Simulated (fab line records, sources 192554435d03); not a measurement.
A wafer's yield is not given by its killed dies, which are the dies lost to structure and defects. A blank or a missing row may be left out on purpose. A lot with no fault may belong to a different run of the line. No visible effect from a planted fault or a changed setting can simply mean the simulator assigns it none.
Split-lot experiment :: flow n5 finfet :: on a route of 1938 steps: 7 lots, 21 wafers read

## THE SPLIT
At N5_FIN_SAQP_EXPOSE_13 (exposes mask FIN CORE, target cd 35.6 nm), the setting dose mj was moved away from the recipe's 63.25 on 6 of the 21 wafers read, by -5.3% to +5.9%. The other wafers ran this setting at the recipe's value.

## FROM THE SPLIT ON TO THE READING: in between, the file shows 1 step
- N5_FIN_SAQP_DEVELOP_15: develop time 30 s (also split here: develop time s)

## THE READING
cd nm (nm) at N5_FIN_SAQP_CD_MEAS_16, where the cd target is 35.6 nm. Fault-free wafers of this fab line usually give 35.6 nm, standard deviation 0.32 nm.

wafer: L081.3
tool, chamber at the split: arfi scanner-03, 0
dose mj as run: 63.25
against the recipe: recipe
cd nm, nm: 35.9
against lot-mates on the recipe: -

wafer: L081.4
tool, chamber at the split: arfi scanner-03, 0
dose mj as run: 63.25
against the recipe: recipe
cd nm, nm: 35.1
against lot-mates on the recipe: -

wafer: L081.5
tool, chamber at the split: arfi scanner-03, 0
dose mj as run: 63.25
against the recipe: recipe
cd nm, nm: 35.5
against lot-mates on the recipe: -

wafer: L082.1
tool, chamber at the split: arfi scanner-01, 0
dose mj as run: 63.25
against the recipe: recipe
cd nm, nm: 35.8
against lot-mates on the recipe: -

wafer: L082.2
tool, chamber at the split: arfi scanner-01, 0
dose mj as run: 63.25
against the recipe: recipe
cd nm, nm: 35.6
against lot-mates on the recipe: -

wafer: L082.5
tool, chamber at the split: arfi scanner-01, 0
dose mj as run: 63.25
against the recipe: recipe
cd nm, nm: 35.5
against lot-mates on the recipe: -

wafer: L087.3
tool, chamber at the split: arfi scanner-01, 0
dose mj as run: 63.25
against the recipe: recipe
cd nm, nm: 35.7
against lot-mates on the recipe: -

wafer: L087.4
tool, chamber at the split: arfi scanner-01, 0
dose mj as run: 63.25
against the recipe: recipe
cd nm, nm: 35.8
against lot-mates on the recipe: -

wafer: L087.5
tool, chamber at the split: arfi scanner-01, 0
dose mj as run: 59.87
against the recipe: -5.3%
cd nm, nm: 37.4
against lot-mates on the recipe: +1.6

wafer: L089.2
tool, chamber at the split: arfi scanner-01, 0
dose mj as run: 63.25
against the recipe: recipe
cd nm, nm: 36.3
against lot-mates on the recipe: -

wafer: L089.4
tool, chamber at the split: arfi scanner-01, 0
dose mj as run: 63.25
against the recipe: recipe
cd nm, nm: 36.0
against lot-mates on the recipe: -

wafer: L089.6
tool, chamber at the split: arfi scanner-01, 0
dose mj as run: 66.18
against the recipe: +4.6%
cd nm, nm: 34.6
against lot-mates on the recipe: -1.5

wafer: L091.2
tool, chamber at the split: arfi scanner-02, 0
dose mj as run: 64.64
against the recipe: +2.2%
cd nm, nm: 34.8
against lot-mates on the recipe: -1.1

wafer: L091.5
tool, chamber at the split: arfi scanner-02, 0
dose mj as run: 63.25
against the recipe: recipe
cd nm, nm: 35.9
against lot-mates on the recipe: -

wafer: L091.6
tool, chamber at the split: arfi scanner-02, 0
dose mj as run: 64.64
against the recipe: +2.2%
cd nm, nm: 35.0
against lot-mates on the recipe: -0.9

wafer: L093.1
tool, chamber at the split: arfi scanner-01, 0
dose mj as run: 59.87
against the recipe: -5.3%
cd nm, nm: 37.1
against lot-mates on the recipe: +1.3

wafer: L093.3
tool, chamber at the split: arfi scanner-01, 0
dose mj as run: 63.25
against the recipe: recipe
cd nm, nm: 35.9
against lot-mates on the recipe: -

wafer: L093.5
tool, chamber at the split: arfi scanner-01, 0
dose mj as run: 63.25
against the recipe: recipe
cd nm, nm: 35.7
against lot-mates on the recipe: -

wafer: L097.1
tool, chamber at the split: arfi scanner-02, 0
dose mj as run: 66.97
against the recipe: +5.9%
cd nm, nm: 34.0
against lot-mates on the recipe: -1.7

wafer: L097.5
tool, chamber at the split: arfi scanner-02, 0
dose mj as run: 63.25
against the recipe: recipe
cd nm, nm: 35.5
against lot-mates on the recipe: -

wafer: L097.6
tool, chamber at the split: arfi scanner-02, 0
dose mj as run: 63.25
against the recipe: recipe
cd nm, nm: 35.9
against lot-mates on the recipe: -

THE FIT
A straight line over all 21 wafers: cd nm changes by -0.287 nm for each +1% of dose mj; r = -0.94; the points scatter about the line by 0.26 nm.
The same after taking each lot's own level away (the mean of its wafers on the recipe; 21 wafers): -0.302 nm for each +1%; r = -0.96; scatter 0.21 nm.
Per that fit: largest dose mj move, reading shift of 1.8 nm.
Across the lots, their own levels run from 35.50 to 36.15 nm, a range of 2.0 times the standard deviation given above.
Hence the lot-to-lot level has little effect on the slope; both slopes agree.
Check: with one of the wafers moved furthest among these (+5.9%) left out of the fit, the line predicts -1.88 nm for it against its lot-mates. It came out at -1.7 nm against them.

## OTHER SPLITS ON THESE WAFERS
Note: prior to the reading, these wafers also went through further splits. Each is held against what the fit with the lots' levels taken away leaves over:
other split on the same wafers: N5_ZERO_LAYER_ETCH_18 icp w
wafers away from the commonest value: 8
r with cd nm (lot level and that fit taken away): -0.33

other split on the same wafers: N5_PMOS_HMC_CHANNEL_EPI_PEB_07 peb time s
wafers away from the commonest value: 4
r with cd nm (lot level and that fit taken away): +0.04

other split on the same wafers: N5_PMOS_HMC_CHANNEL_EPI_DEVELOP_08 develop time s
wafers away from the commonest value: 8
r with cd nm (lot level and that fit taken away): +0.17

other split on the same wafers: N5_FIN_SAQP_DEVELOP_15 develop time s
wafers away from the commonest value: 0
r with cd nm (lot level and that fit taken away): -

## FILE'S OWN FIT
cd nm changes by -0.3 nm for each +1% of dose mj, r = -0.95.
